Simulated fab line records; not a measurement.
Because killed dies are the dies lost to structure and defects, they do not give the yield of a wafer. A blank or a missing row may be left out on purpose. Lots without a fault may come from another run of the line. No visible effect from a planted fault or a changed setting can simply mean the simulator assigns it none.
Chamber matching | flow n5-finfet | pecvd-03 running N5_BEOL_M6_PECVD_70: 3 sister chambers
The step deposits SiO2 from TEOS/O2, target thk 20 nm, time 22.7 s. 6 wafers are shown with their chamber, then 7 later ones without.

## WAFERS WITH THEIR CHAMBER
wafer  | chamber | throttle-valve-pct (%) | showerhead-plenum-p-Torr (Torr)
L087.2 | 2       | 21.5                   | 8.75
L087.3 | 1       | 22.9                   | 8.87
L091.3 | 2       | 21.3                   | 8.79
L091.6 | 0       | 22.8                   | 8.80
L090.1 | 1       | 22.7                   | 8.88
L090.2 | 0       | 23.0                   | 8.83

## WAFERS WHOSE CHAMBER IS MISSING
wafer  | throttle-valve-pct (%) | showerhead-plenum-p-Torr (Torr)
L090.3 | 21.3                   | 8.78
L095.2 | 21.9                   | 8.78
L095.4 | 22.8                   | 8.89
L095.5 | 21.6                   | 8.78
L096.3 | 22.8                   | 8.86
L096.4 | 22.7                   | 8.87
L096.6 | 23.3                   | 8.84

## CHAMBER TAKEN BY EACH
wafer  | from the rows above     | in truth
L090.3 | 2                       | 2
L095.2 | 2                       | 2
L095.4 | 1                       | 1
L095.5 | 2                       | 2
L096.3 | can't be placed: 1 or 0 | 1
L096.4 | 1                       | 1
L096.6 | can't be placed: 0 or 1 | 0
Placed correctly: 5 of 7. Not placeable from these rows: 2 (in 2, the candidates include the true chamber). 0 placed wrongly.
How it was worked out, from the rows above alone: a wafer's distance from a chamber is the root of the sum, over the readings, of the square of ((its reading less the chamber's mean) divided by the reading's scatter). The wafer belongs to the nearest chamber; if the next one is less than 2 further off, it can't be placed. For every chamber, the mean is computed from those of its wafers that are shown. The scatter: the root of (the sum of the squares of (reading less its chamber's mean) over the shown wafers, divided by (wafers less chambers)).
